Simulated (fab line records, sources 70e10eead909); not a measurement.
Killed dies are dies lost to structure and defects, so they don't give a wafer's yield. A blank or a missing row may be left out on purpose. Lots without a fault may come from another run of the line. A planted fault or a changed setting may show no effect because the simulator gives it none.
fab line records | flow nand_harc
record lots=24 wafers=72 last_day=24
route steps=1159 shown P_CONTACT@234 P_M0@282 P_M1@297
lots that met no fault: from a run of the same line without faults
start_h: hours from the record's first day to the start of the lot's first wafer shown | wait_h: hours since the lot's step before | " the same as in the row above | L1.1+2: a row that stands for several wafers | - no value, or no start given | * or withheld: withheld | < > ~ a bound
route shown NAME@n: a module of which the file shows steps, and the number in the route of the first | usual: mean/standard deviation of fault-free wafers | same: alike in all rows | chamber/n: place in a boat | sites: the reading at each site | _std_site: their standard deviation | _edge_site: outer sites' mean less inner sites' | radius_mm: how far each site lies from the wafer's centre | mask NAME#n: copy n | behind: the tool/chamber that last shaped the wafer | hold: why the lot was held/for how many hours/how that ended | device: the transistor (n, p or np) that didn't switch | end of line: the same wafers' tests at the end of the route | a step without rows: its recipe alone | killed: dies lost to structure and defects at the first sort, not the wafer's yield | map: a wafer's dies, x killed, . not, _ none there
set.NAME: the setting as run; set.NAME@STEP: as run at that earlier step | model.NAME: the simulator's own value behind a step, which no gauge read
steps of the route over a sample of lots; a table a step, a row a wafer
services: from which hour (start_h, from the record's first day; less than 0 if before it) a tool's chamber was out of use, for how many hours, and why
## steps
# step NHARC_P_CONTACT_INSPECT_14
# usual raw_defect_count=3.4/2.3
# columns lot.wafer tool chamber start_h wait_h raw_defect_count
L074.1 defect_inspect-02 - 108.82 0.0 1
L074.2 " - " " 1
L074.3 " - " " 1
L075.1 defect_inspect-01 - 109.86 0.0 1
L075.2 " - " " 4
L075.4 " - " " 4
L076.1 defect_inspect-01 - 120.69 0.0 2
L076.3 " - " " 3
L076.6 " - " " 5
L077.3 defect_inspect-01 - 123.74 0.0 3
L077.4 " - " " 1
L077.6 " - " " 1
L079.2 defect_inspect-02 - 136.00 0.0 10
L079.4 " - " " 5
L079.6 " - " " 8
L078.2 defect_inspect-02 - 136.86 0.0 2
L078.3 " - " " 1
L078.6 " - " " 3
L080.1 defect_inspect-01 - 149.71 0.0 2
L080.4 " - " " 3
L080.6 " - " " 2
L081.1 defect_inspect-01 - 149.91 0.0 3
L081.4 " - " " 8
L081.5 " - " " 7
L084.1 defect_inspect-01 - 161.98 0.0 5
L084.3 " - " " 7
L084.6 " - " " 9
L083.1 defect_inspect-02 - 162.43 0.0 2
L083.3 " - " " 2
L083.6 " - " " 3
L082.1 defect_inspect-01 - 163.30 0.0 3
L082.4 " - " " 3
L082.5 " - " " 3
L087.4 defect_inspect-02 - 187.47 0.0 2
L087.5 " - " " 1
L087.6 " - " " 2
L088.1 defect_inspect-02 - 189.40 0.0 5
L088.2 " - " " 2
L088.5 " - " " 2
L085.1 defect_inspect-01 - 190.39 0.0 3
L085.3 " - " " 1
L085.4 " - " " 2
L086.1 defect_inspect-02 - 194.83 0.0 5
L086.2 " - " " 4
L086.3 " - " " 1
L089.2 defect_inspect-01 - 201.83 0.0 1
L089.3 " - " " 9
L089.6 " - " " 2
L090.1 defect_inspect-02 - 206.46 0.0 7
L090.2 " - " " 3
L090.5 " - " " 0
L092.1 defect_inspect-02 - 210.62 0.0 1
L092.2 " - " " 2
L092.3 " - " " 5
L091.2 defect_inspect-01 - 211.37 0.0 3
L091.4 " - " " 7
L091.6 " - " " 2
L093.2 defect_inspect-01 - 220.74 0.0 3
L093.5 " - " " 4
L093.6 " - " " 3
L094.4 defect_inspect-02 - 227.46 0.0 3
L094.5 " - " " 3
L094.6 " - " " 1
L096.4 defect_inspect-01 - 238.00 0.0 1
L096.5 " - " " 1
L096.6 " - " " 3
L095.1 defect_inspect-01 - 238.87 0.0 1
L095.2 " - " " 6
L095.5 " - " " 4
L097.1 defect_inspect-01 - 242.64 0.0 3
L097.4 " - " " 6
L097.6 " - " " 2
# step NHARC_P_CONTACT_DESCUM_17
# recipe time_s=3 o2_flow_sccm=200 ar_flow_sccm=0 bias_power_w=0 chemistry=O2
# usual chamber_pressure_mTorr=60.00/0.055 drypump_motor_current_A=5.6/0.49 oes_product_au=1.000/0.01 rf_vpp_V=58.0/0.9 showerhead_plenum_p_Torr=1.93/0.084 throttle_valve_pct=11.312/0.0087
# columns lot.wafer tool chamber start_h wait_h chamber_pressure_mTorr drypump_motor_current_A oes_product_au rf_hours_counter_h rf_vpp_V showerhead_plenum_p_Torr throttle_valve_pct
L074.1 rie_diel-12 2 108.88 0.1 59.93 6.0 1.000 7 59.0 1.95 11.309
L074.2 " 3 " " 60.07 4.8 1.004 6 57.2 1.79 11.306
L074.3 " 0 " " 60.04 5.9 1.007 6 57.6 2.04 11.311
L075.2 rie_diel-12 3 109.93 0.1 59.98 4.8 1.002 6 57.5 1.79 11.310
L075.1 " 0 " " 59.97 5.8 1.000 7 58.5 2.03 11.317
L075.4 " 2 " " 60.06 6.0 0.998 7 58.0 1.95 11.332
L076.3 rie_diel-06 3 120.75 0.1 60.03 5.4 0.987 6 57.4 1.92 11.330
L076.1 " 1 " " 60.01 5.5 0.990 6 57.5 1.95 11.313
L076.6 " 3 " " 60.03 5.4 0.984 - 58.3 1.93 11.319
L077.4 rie_diel-06 0 123.81 0.1 59.89 5.0 1.010 3 57.1 1.85 11.308
L077.3 " 1 " " 60.02 5.4 0.974 6 56.5 1.95 11.303
L077.6 " 0 " " 60.00 5.0 1.008 - 57.3 1.85 11.309
L079.2 rie_diel-12 3 136.06 0.1 59.99 4.8 1.007 8 59.0 1.78 11.312
L079.6 " 3 " " 60.07 4.8 1.013 - 57.1 1.79 11.311
L079.4 " 2 " " 60.08 6.0 1.001 - 55.7 1.95 11.314
L078.3 rie_diel-06 0 136.93 0.1 59.98 5.0 0.994 5 57.6 1.85 11.299
L078.2 " 2 " " 59.99 5.8 1.018 6 58.2 2.04 11.307
L078.6 " 3 " " 59.93 5.4 0.994 - 58.0 1.92 11.322
L080.4 rie_diel-12 0 149.77 0.1 60.06 5.8 1.003 11 56.5 2.03 11.301
L080.1 " 2 " " 59.99 6.0 0.994 12 57.7 1.95 11.312
L080.6 " 1 " " 59.95 5.5 0.989 - 56.9 1.88 11.310
L081.1 rie_diel-06 3 149.97 0.1 60.03 5.4 0.989 10 58.5 1.92 11.320
L081.4 " 0 " " 59.98 5.0 1.010 7 57.5 1.85 11.318
L081.5 " 3 " " 60.01 5.4 0.988 - 57.8 1.92 11.330
L084.3 rie_diel-06 2 162.04 0.1 60.00 5.8 0.997 10 57.7 2.04 11.299
L084.1 " 3 " " 60.06 5.4 0.992 11 58.7 1.92 11.314
L084.6 " 3 " " 59.93 5.4 0.994 - 58.2 1.92 11.308
L083.1 rie_diel-12 3 162.49 0.1 59.98 4.8 1.010 11 58.0 1.78 11.312
L083.3 " 2 " " 59.95 6.0 0.995 12 59.2 1.95 11.316
L083.6 " 3 " " 60.04 4.8 1.000 - 57.5 1.78 11.302
L082.4 rie_diel-06 2 163.37 0.1 60.01 5.8 1.004 10 58.3 2.04 11.312
L082.1 " 0 " " 60.11 5.0 1.002 8 58.9 1.85 11.318
L082.5 " 1 " " 60.04 5.4 0.999 - 57.7 1.95 11.312
L087.4 rie_diel-12 0 187.53 0.1 59.99 5.9 1.001 14 58.6 2.03 11.318
L087.6 " 0 " " 59.99 5.9 1.001 - 57.8 2.03 11.301
L087.5 " 1 " " 60.04 5.5 0.995 - 57.5 1.88 11.310
L088.2 rie_diel-12 1 189.46 0.1 59.98 5.4 1.002 13 57.5 1.88 11.314
L088.1 " 0 " " 60.01 5.9 0.996 15 58.6 2.03 11.307
L088.5 " 2 " " 59.91 6.0 1.010 - 57.5 1.95 11.317
L085.3 rie_diel-02 2 190.45 0.1 60.02 6.7 1.001 11 56.9 1.96 11.304
L085.1 " 0 " " 60.04 4.9 1.007 12 59.6 2.07 11.309
L085.4 " 1 " " 60.04 6.6 0.993 12 58.1 2.01 11.317
L086.2 rie_diel-12 2 194.90 0.1 60.03 6.0 1.003 15 58.4 1.95 11.324
L086.3 " 3 " " 60.06 4.9 1.002 14 58.8 1.78 11.323
L086.1 " 0 " " 60.04 5.9 0.997 15 56.5 2.03 11.297
L089.2 rie_diel-12 0 201.89 0.1 59.95 5.8 1.001 16 59.5 2.03 11.299
L089.3 " 2 " " 60.02 6.0 1.014 16 58.2 1.95 11.311
L089.6 " 1 " " 60.05 5.4 1.000 - 57.4 1.88 11.303
L090.1 rie_diel-02 2 206.53 0.1 60.05 6.7 0.998 18 58.7 1.96 11.332
L090.2 " 0 " " 59.94 4.9 1.006 19 57.3 2.07 11.303
L090.5 " 2 " " 60.07 6.8 0.995 - 58.1 1.96 11.319
L092.3 rie_diel-06 2 210.68 0.1 60.01 5.8 1.008 16 59.0 2.04 11.307
L092.1 " 0 " " 59.96 5.0 1.011 14 58.3 1.85 11.313
L092.2 " 1 " " 60.13 5.5 0.997 18 56.7 1.94 11.325
L091.4 rie_diel-02 3 211.45 0.1 60.05 5.5 1.016 19 57.5 1.86 11.305
L091.2 " 0 " " 60.02 4.9 1.002 20 57.9 2.07 11.294
L091.6 " 1 " " 59.97 6.6 0.996 - 59.6 2.01 11.322
L093.2 rie_diel-12 0 220.80 0.1 59.99 5.9 1.021 1 58.7 2.03 11.312
L093.6 " 3 " " 59.98 4.8 1.010 - 58.4 1.78 11.301
L093.5 " 0 " " 59.94 5.9 1.024 - 57.6 2.03 11.313
L094.4 rie_diel-06 2 227.51 0.1 60.06 5.8 1.005 18 57.3 2.03 11.302
L094.5 " 2 " " 60.00 5.9 1.008 - 58.5 2.03 11.316
L094.6 " 3 " " 59.99 5.4 0.994 - 57.2 1.92 11.306
L096.4 rie_diel-12 0 238.06 0.1 59.98 5.9 1.038 2 58.7 2.03 11.301
L096.5 " 3 " " 59.94 4.8 0.999 - 58.4 1.78 11.303
L096.6 " 0 " " 59.94 5.9 1.029 - 58.6 2.03 11.312
L095.1 rie_diel-06 1 238.94 0.1 59.91 5.5 0.997 22 57.0 1.94 11.328
L095.2 " 3 " " 60.04 5.4 0.985 21 59.4 1.92 11.312
L095.5 " 0 " " 59.95 5.0 1.018 - 57.3 1.85 11.325
L097.1 rie_diel-12 3 242.72 0.1 59.96 4.8 1.006 3 56.9 1.78 11.310
L097.4 " 0 " " 59.97 5.9 1.019 3 57.1 2.03 11.328
L097.6 " 1 " " 59.97 5.5 0.974 - 58.2 1.88 11.320
# step NHARC_P_CONTACT_ETCH_36
# recipe target_depth_a=2600 over_etch_frac=0.25 time_s=406.25 ion_energy_ev=200 n2_flow_sccm=150 h2_flow_sccm=150 ar_flow_sccm=0 rf_w=400 bias_w=150 chemistry=N2/H2
# usual chamber_pressure_mTorr=30.000/0.03 drypump_motor_current_A=5.5/0.49 oes_product_au=0.998/0.01 rf_vpp_V=431.2/2.8 showerhead_plenum_p_Torr=2.06/0.094 throttle_valve_pct=14.171/0.0086
# same over_etch_frac=0.25
# columns lot.wafer tool chamber start_h wait_h chamber_pressure_mTorr drypump_motor_current_A oes_product_au rf_hours_counter_h rf_vpp_V showerhead_plenum_p_Torr throttle_valve_pct
L074.1 rie_diel-12 2 - - 30.035 6.0 0.992 7 431.4 2.09 14.165
L074.2 " 3 " " 30.049 4.8 1.006 6 426.5 1.90 14.166
L074.3 " 1 " " 29.980 5.5 0.998 6 428.7 2.01 14.166
L075.2 rie_diel-12 0 - - 29.977 5.9 0.995 7 434.5 2.17 14.151
L075.4 " 1 " " 29.972 5.5 0.990 7 428.8 2.01 14.167
L075.1 " 3 " " 30.001 4.8 0.986 6 427.4 1.90 14.175
L076.1 rie_diel-06 3 - - 30.034 5.4 0.994 6 430.4 2.05 14.171
L076.3 " 0 " " 30.025 5.0 1.010 3 429.0 1.97 14.173
L076.6 " 3 " " 30.024 5.4 0.986 - 431.5 2.05 14.169
L077.3 rie_diel-06 1 - - 29.978 5.5 0.984 6 431.8 2.08 14.173
L077.4 " 3 " " 29.958 5.4 0.987 7 430.1 2.05 14.176
L077.6 " 2 " " 29.982 5.8 1.013 - 433.4 2.18 14.186
L079.2 rie_diel-12 0 - - 30.008 5.9 0.992 9 433.4 2.17 14.167
L079.6 " 0 " " 29.993 5.9 1.005 - 435.2 2.17 14.180
L079.4 " 2 " " 30.010 6.0 1.002 - 432.3 2.08 14.185
L078.3 rie_diel-06 3 - - 30.000 5.4 0.984 8 430.1 2.05 14.174
L078.2 " 0 " " 30.060 5.0 0.995 5 430.4 1.97 14.177
L078.6 " 2 " " 30.010 5.8 1.015 - 434.0 2.18 14.156
L080.4 rie_diel-12 1 - - 29.967 5.5 0.994 10 428.9 2.00 14.164
L080.1 " 0 " " 29.992 5.9 0.994 11 434.2 2.17 14.158
L080.6 " 2 " " 30.010 6.0 0.995 - 432.0 2.08 14.171
L081.1 rie_diel-06 2 - - 30.010 5.8 1.005 9 433.6 2.18 14.175
L081.4 " 3 " " 29.991 5.4 0.989 10 432.0 2.05 14.173
L081.5 " 1 " " 29.981 5.4 0.994 - 431.6 2.08 14.183
L084.1 rie_diel-06 3 - - 29.979 5.4 0.995 11 430.8 2.05 14.174
L084.3 " 0 " " 30.042 5.0 1.011 8 428.1 1.97 14.174
L084.6 " 2 " " 30.027 5.8 1.008 - 433.6 2.18 14.174
L083.1 rie_diel-12 2 - - 29.963 6.0 0.993 13 432.8 2.08 14.176
L083.3 " 1 " " 29.951 5.4 0.990 11 430.3 2.00 14.179
L083.6 " 3 " " 29.982 4.8 1.000 - 426.8 1.90 14.187
L082.1 rie_diel-06 2 - - 29.998 5.8 1.016 10 435.3 2.18 14.165
L082.4 " 3 " " 29.969 5.4 1.001 12 430.8 2.05 14.163
L082.5 " 1 " " 29.925 5.4 0.985 - 432.3 2.08 14.187
L087.4 rie_diel-12 0 - - 29.989 5.9 0.987 14 433.8 2.17 14.178
L087.6 " 0 " " 29.996 5.9 0.998 - 434.5 2.17 14.154
L087.5 " 1 " " 29.940 5.4 1.006 - 428.4 2.00 14.177
L088.2 rie_diel-12 3 - - 29.987 4.8 1.000 14 427.6 1.90 14.164
L088.1 " 2 " " 30.007 6.0 1.004 15 430.6 2.08 14.160
L088.5 " 0 " " 29.978 5.9 0.985 - 435.2 2.17 14.149
L085.1 rie_diel-02 0 - - 29.937 4.9 1.009 12 435.9 2.21 14.175
L085.3 " 1 " " 30.010 6.6 1.002 12 432.5 2.14 14.173
L085.4 " 3 " " 30.018 5.5 1.014 11 428.4 1.98 14.182
L086.1 rie_diel-12 3 - - 30.022 4.8 0.999 14 426.6 1.90 14.174
L086.2 " 0 " " 30.016 5.9 0.999 15 433.9 2.17 14.160
L086.3 " 2 " " 29.959 6.0 0.995 15 431.8 2.08 14.175
L089.3 rie_diel-12 1 - - 29.971 5.5 0.986 14 428.3 2.00 14.176
L089.2 " 3 " " 30.003 4.8 1.000 15 427.0 1.90 14.167
L089.6 " 1 " " 29.978 5.5 0.993 - 428.6 2.00 14.165
L090.1 rie_diel-02 3 - - 30.002 5.5 1.022 18 429.1 1.98 14.174
L090.2 " 0 " " 30.051 4.9 1.004 19 435.2 2.21 14.155
L090.5 " 2 " " 30.011 6.8 1.001 - 431.9 2.09 14.166
L092.3 rie_diel-06 3 - - 29.977 5.4 0.990 18 431.0 2.05 14.167
L092.1 " 0 " " 30.041 5.0 0.994 14 430.3 1.97 14.169
L092.2 " 1 " " 30.009 5.4 0.972 18 432.9 2.07 14.151
L091.2 rie_diel-02 0 - - 30.039 4.9 0.994 20 435.2 2.21 14.174
L091.4 " 2 " " 29.992 6.8 1.002 19 431.8 2.09 14.187
L091.6 " 1 " " 30.030 6.6 0.993 - 433.7 2.14 14.171
L093.2 rie_diel-12 3 - - 29.976 4.8 1.000 2 426.9 1.90 14.173
L093.5 " 0 " " 29.932 5.9 1.019 - 435.0 2.17 14.172
L093.6 " 1 " " 29.968 5.5 0.987 - 429.5 2.00 14.169
L094.4 rie_diel-06 2 - - 30.045 5.8 1.001 19 433.3 2.17 14.173
L094.5 " 2 " " 29.993 5.8 1.007 - 434.9 2.17 14.179
L094.6 " 3 " " 29.999 5.4 0.993 - 430.9 2.05 14.181
L096.4 rie_diel-12 3 - - 30.001 4.8 1.007 3 426.8 1.90 14.176
L096.5 " 3 " " 29.972 4.8 1.002 - 426.7 1.90 14.177
L096.6 " 0 " " 30.000 5.9 1.023 - 433.7 2.17 14.175
L095.2 rie_diel-06 3 - - 29.967 5.4 0.991 21 429.7 2.05 14.173
L095.1 " 1 " " 29.968 5.5 0.994 22 433.5 2.07 14.176
L095.5 " 3 " " 30.021 5.4 0.985 - 431.2 2.05 14.173
L097.1 rie_diel-12 3 - - 30.002 4.8 1.003 3 426.4 1.90 14.176
L097.4 " 1 " " 29.991 5.5 0.993 3 430.3 2.00 14.173
L097.6 " 3 " " 29.993 4.8 0.995 - 425.5 1.90 14.158
# step NHARC_P_CONTACT_PVD_32
# recipe target_thk_a=50 chamber_pressure_pa=5 power_w=5000 substrate_temp_c=200 time_s=17.7 material=Ti
# usual throttle_valve_pct=30.0/0.94
# columns lot.wafer tool chamber start_h wait_h throttle_valve_pct
L074.2 pvd_sputter-02 - - - 30.3
L074.3 " - " " 30.0
L074.1 " - " " 28.6
L075.2 pvd_sputter-02 - - - 28.4
L075.1 " - " " 30.5
L075.4 " - " " 29.9
L076.1 pvd_sputter-02 - - - 28.5
L076.3 " - " " 30.4
L076.6 " - " " 30.1
L077.4 pvd_sputter-03 - - - 30.5
L077.3 " - " " 31.8
L077.6 " - " " 30.2
L079.2 pvd_sputter-03 - - - 32.2
L079.4 " - " " 29.0
L079.6 " - " " 31.9
L078.3 pvd_sputter-01 - - - 29.7
L078.2 " - " " 29.0
L078.6 " - " " 30.1
L080.1 pvd_sputter-01 - - - 30.7
L080.4 " - " " 30.0
L080.6 " - " " 29.1
L081.1 pvd_sputter-03 - - - 30.5
L081.4 " - " " 30.3
L081.5 " - " " 30.5
L084.3 pvd_sputter-03 - - - 28.9
L084.1 " - " " 31.7
L084.6 " - " " 30.5
L083.3 pvd_sputter-02 - - - 30.3
L083.1 " - " " 28.6
L083.6 " - " " 30.1
L082.4 pvd_sputter-03 - - - 29.1
L082.1 " - " " 30.5
L082.5 " - " " 31.8
L087.4 pvd_sputter-02 - - - 30.5
L087.5 " - " " 30.4
L087.6 " - " " 29.9
L088.1 pvd_sputter-03 - - - 30.2
L088.2 " - " " 29.1
L088.5 " - " " 30.3
L085.3 pvd_sputter-01 - - - 29.0
L085.1 " - " " 29.2
L085.4 " - " " 30.7
L086.1 pvd_sputter-02 - - - 29.9
L086.2 " - " " 28.5
L086.3 " - " " 31.1
L089.3 pvd_sputter-02 - - - 30.3
L089.2 " - " " 30.5
L089.6 " - " " 30.2
L090.2 pvd_sputter-03 - - - 30.7
L090.1 " - " " 32.0
L090.5 " - " " 29.4
L092.3 pvd_sputter-03 - - - 28.9
L092.1 " - " " 30.7
L092.2 " - " " 30.2
L091.2 pvd_sputter-01 - - - 30.8
L091.4 " - " " 29.1
L091.6 " - " " 29.4
L093.2 pvd_sputter-01 - - - 29.0
L093.6 " - " " 29.1
L093.5 " - " " 29.5
L094.4 pvd_sputter-03 - - - 31.8
L094.6 " - " " 29.2
L094.5 " - " " 30.9
L096.4 pvd_sputter-01 - - - 30.7
L096.5 " - " " 29.1
L096.6 " - " " 29.4
L095.2 pvd_sputter-02 - - - 29.7
L095.1 " - " " 28.9
L095.5 " - " " 28.7
L097.4 pvd_sputter-02 - - - 28.9
L097.1 " - " " 31.5
L097.6 " - " " 28.9
# step NHARC_P_M0_INSPECT_27
# usual raw_defect_count=286/100
# columns lot.wafer tool chamber start_h wait_h raw_defect_count
L074.1 defect_inspect-02 - 115.62 0.0 422
L074.2 " - " " 344
L074.3 " - " " 388
L075.1 defect_inspect-02 - 119.49 0.0 122
L075.2 " - " " 256
L075.4 " - " " 187
L076.1 defect_inspect-02 - 129.25 0.0 298
L076.3 " - " " 547
L076.6 " - " " 243
L077.3 defect_inspect-01 - 133.02 0.0 153
L077.4 " - " " 339
L077.6 " - " " 373
L079.2 defect_inspect-02 - 146.15 0.0 193
L079.4 " - " " 398
L079.6 " - " " 367
L078.2 defect_inspect-01 - 146.90 0.0 320
L078.3 " - " " 195
L078.6 " - " " 271
L080.1 defect_inspect-02 - 159.95 0.0 520
L080.4 " - " " 542
L080.6 " - " " 418
L081.1 defect_inspect-01 - 160.47 0.0 296
L081.4 " - " " 365
L081.5 " - " " 442
L084.1 defect_inspect-01 - 169.21 0.0 239
L084.3 " - " " 233
L084.6 " - " " 90
L083.1 defect_inspect-02 - 172.92 0.0 300
L083.3 " - " " 273
L083.6 " - " " 240
L082.1 defect_inspect-02 - 174.04 0.0 267
L082.4 " - " " 191
L082.5 " - " " 270
L087.4 defect_inspect-01 - 198.17 0.0 266
L087.5 " - " " 156
L087.6 " - " " 417
L088.1 defect_inspect-01 - 204.48 0.0 166
L088.2 " - " " 254
L088.5 " - " " 357
L085.1 defect_inspect-01 - 205.02 0.0 534
L085.3 " - " " 311
L085.4 " - " " 387
L086.1 defect_inspect-02 - 205.80 0.0 174
L086.2 " - " " 197
L086.3 " - " " 213
L089.2 defect_inspect-02 - 208.61 0.0 240
L089.3 " - " " 240
L089.6 " - " " 285
L090.1 defect_inspect-01 - 215.31 0.0 356
L090.2 " - " " 373
L090.5 " - " " 274
L092.1 defect_inspect-02 - 217.40 0.0 201
L092.2 " - " " 243
L092.3 " - " " 307
L091.2 defect_inspect-02 - 218.18 0.0 321
L091.4 " - " " 199
L091.6 " - " " 215
L093.2 defect_inspect-01 - 230.18 0.0 371
L093.5 " - " " 262
L093.6 " - " " 325
L094.4 defect_inspect-02 - 235.96 0.0 213
L094.5 " - " " 285
L094.6 " - " " 218
L096.4 defect_inspect-02 - 244.62 0.0 179
L096.5 " - " " 304
L096.6 " - " " 241
L095.1 defect_inspect-01 - 245.58 0.0 410
L095.2 " - " " 369
L095.5 " - " " 391
L097.1 defect_inspect-01 - 249.27 0.0 300
L097.4 " - " " 218
L097.6 " - " " 182
# step NHARC_P_M1_INSPECT_11
# usual raw_defect_count=3.8/2.1
# columns lot.wafer tool chamber start_h wait_h raw_defect_count
L074.1 defect_inspect-01 - 117.57 0.0 5
L074.2 " - " " 0
L074.3 " - " " 5
L075.1 defect_inspect-01 - 121.37 0.0 1
L075.2 " - " " 4
L075.4 " - " " 5
L076.1 defect_inspect-02 - 130.75 0.0 6
L076.3 " - " " 1
L076.6 " - " " 2
L077.3 defect_inspect-02 - 134.41 0.0 7
L077.4 " - " " 3
L077.6 " - " " 3
L079.2 defect_inspect-02 - 147.62 0.0 6
L079.4 " - " " 7
L079.6 " - " " 8
L078.2 defect_inspect-02 - 148.42 0.0 1
L078.3 " - " " 4
L078.6 " - " " 4
L080.1 defect_inspect-02 - 161.47 0.0 4
L080.4 " - " " 3
L080.6 " - " " 3
L081.1 defect_inspect-01 - 162.11 0.0 4
L081.4 " - " " 7
L081.5 " - " " 4
L084.1 defect_inspect-01 - 170.66 0.0 4
L084.3 " - " " 5
L084.6 " - " " 7
L083.1 defect_inspect-01 - 174.44 0.0 4
L083.3 " - " " 4
L083.6 " - " " 3
L082.1 defect_inspect-02 - 175.57 0.1 3
L082.4 " - " " 7
L082.5 " - " " 3
L087.4 defect_inspect-02 - 199.67 0.0 2
L087.5 " - " " 2
L087.6 " - " " 5
L088.1 defect_inspect-02 - 205.85 0.0 4
L088.2 " - " " 2
L088.5 " - " " 3
L085.1 defect_inspect-02 - 206.75 0.0 8
L085.3 " - " " 2
L085.4 " - " " 5
L086.1 defect_inspect-01 - 207.44 0.0 7
L086.2 " - " " 4
L086.3 " - " " 3
L089.2 defect_inspect-02 - 210.18 0.0 0
L089.3 " - " " 10
L089.6 " - " " 4
L090.1 defect_inspect-01 - 216.69 0.0 3
L090.2 " - " " 4
L090.5 " - " " 1
L092.1 defect_inspect-01 - 218.83 0.0 7
L092.2 " - " " 5
L092.3 " - " " 5
L091.2 defect_inspect-01 - 219.70 0.0 4
L091.4 " - " " 3
L091.6 " - " " 2
L093.2 defect_inspect-02 - 231.57 0.0 3
L093.5 " - " " 2
L093.6 " - " " 2
L094.4 defect_inspect-01 - 237.35 0.0 2
L094.5 " - " " 3
L094.6 " - " " 4
L096.4 defect_inspect-01 - 246.13 0.0 2
L096.5 " - " " 3
L096.6 " - " " 3
L095.1 defect_inspect-01 - 246.95 0.0 4
L095.2 " - " " 6
L095.5 " - " " 3
L097.1 defect_inspect-02 - 250.77 0.0 2
L097.4 " - " " 2
L097.6 " - " " 5
## services
# columns tool chamber start_h hours kind
rie_diel-06 - 93.00 0.3 repair
rie_diel-12 3 100.37 3.9 repair
pvd_sputter-03 - 102.00 10.0 pm
rie_diel-12 0 108.14 - clean
rie_diel-12 1 108.14 - clean
rie_diel-12 2 108.14 - clean
rie_diel-12 3 108.14 - clean
rie_diel-12 1 117.55 19.1 repair
rie_diel-12 0 132.64 - clean
rie_diel-12 2 132.64 - clean
rie_diel-12 3 132.64 - clean
pvd_sputter-03 - 134.27 2.5 repair
pvd_sputter-01 - 147.75 1.7 repair
rie_diel-02 - 150.80 9.0 pm
rie_diel-12 0 157.16 - clean
rie_diel-12 1 157.16 - clean
rie_diel-12 2 157.16 - clean
rie_diel-12 3 157.16 - clean
pvd_sputter-01 - 158.00 10.0 pm
pvd_sputter-03 - 170.77 1.7 repair
rie_diel-12 - 202.47 9.0 pm
pvd_sputter-02 - 214.00 10.0 pm
rie_diel-02 3 238.15 6.9 repair
rie_diel-06 - 241.20 9.0 pm
## key
fault none
